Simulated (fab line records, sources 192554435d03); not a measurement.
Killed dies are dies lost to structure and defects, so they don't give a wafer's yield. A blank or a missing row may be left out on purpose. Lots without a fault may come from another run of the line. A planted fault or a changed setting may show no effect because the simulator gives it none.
Chamber matching | flow n5_finfet | N5_BEOL_M0_SAQP_DESCUM_19 on rie_diel-06: 4 sister chambers
The step chemistry O2, time 7.9 s. 8 wafers are shown with their chamber, then 7 later ones without.

WAFERS WITH THEIR CHAMBER
wafer  | chamber | throttle_valve_pct (%) | drypump_motor_current_A (A)
L077.2 | 0       | 20.36                  | 5.9
L081.3 | 0       | 20.37                  | 5.9
L084.1 | 2       | 19.92                  | 5.4
L088.1 | 3       | 20.23                  | 6.0
L088.2 | 1       | 20.54                  | 6.8
L088.4 | 2       | 19.90                  | 5.5
L092.3 | 3       | 20.26                  | 5.9
L092.5 | 1       | 20.57                  | 6.8

WAFERS WITHOUT THEIR CHAMBER
wafer  | throttle_valve_pct (%) | drypump_motor_current_A (A)
L092.6 | 20.38                  | 5.9
L094.2 | 19.92                  | 5.4
L094.4 | 20.39                  | 5.9
L094.5 | 20.27                  | 6.0
L096.1 | 20.28                  | 6.0
L096.2 | 20.56                  | 6.7
L096.4 | 20.39                  | 5.9

WHICH CHAMBER EACH WENT THROUGH
wafer  | from the rows above | in truth
L092.6 | 0                   | 0
L094.2 | 2                   | 2
L094.4 | 0                   | 0
L094.5 | 3                   | 3
L096.1 | 3                   | 3
L096.2 | 1                   | 1
L096.4 | 0                   | 0
Placed correctly: 7 of 7. Can't be placed from these rows: 0. Placed wrongly: 0.
How it was worked out, from the rows above alone: a wafer's distance from a chamber is the root of the sum, over the readings, of the square of ((its reading less the chamber's mean) divided by the reading's scatter). The wafer belongs to the nearest chamber; if the next one is less than 2 further off, it can't be placed. A chamber's mean is the mean of its shown wafers. The scatter: the root of (the sum of the squares of (reading less its chamber's mean) over the shown wafers, divided by (wafers less chambers)).
